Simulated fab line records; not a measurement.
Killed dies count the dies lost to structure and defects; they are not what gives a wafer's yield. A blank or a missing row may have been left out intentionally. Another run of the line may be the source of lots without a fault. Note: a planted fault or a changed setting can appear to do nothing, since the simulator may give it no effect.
Chamber matching	flow n5-finfet	N5_BEOL_M9_ETCH_62 on rie-diel-05: 4 sister chambers
The step etches SOC in N2/H2, target depth 110 nm, overetch 22 nm, time 165 s. 4 wafers are shown with their chamber, then 9 later ones without.

## WAFERS WITH THEIR CHAMBER
wafer	chamber	drypump-motor-current-A (A)
L083.4	3	5.1
L086.1	2	6.2
L086.2	0	5.3
L086.4	1	5.6

## WAFERS WHOSE CHAMBER IS MISSING
wafer	drypump-motor-current-A (A)
L088.2	6.2
L088.3	5.2
L088.5	6.2
L089.1	5.2
L089.3	6.2
L089.4	6.2
L097.1	5.6
L097.3	5.2
L097.5	5.1

## WHICH CHAMBER EACH WENT THROUGH
wafer	from the rows above	in truth
L088.2	2	2
L088.3	can't be placed: 0 or 3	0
L088.5	2	2
L089.1	can't be placed: 0 or 3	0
L089.3	2	2
L089.4	2	2
L097.1	1	1
L097.3	can't be placed: 0 or 3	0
L097.5	3	3
Placed correctly: 6 of 9. From these rows, 3 cannot be placed; in 3 the true chamber is one of the candidates. Wrongly placed: 0.
How it was worked out, from the rows above alone: a wafer's distance from a chamber is the root of the sum, over the readings, of the square of ((its reading less the chamber's mean) divided by the reading's scatter). The wafer belongs to the nearest chamber; if the next one is less than 2 further off, it can't be placed. For every chamber, the mean is computed from those of its wafers that are shown. The scatter: with one shown wafer a chamber, the root of the mean of the squares of how far each hidden wafer lies from its nearest shown one.
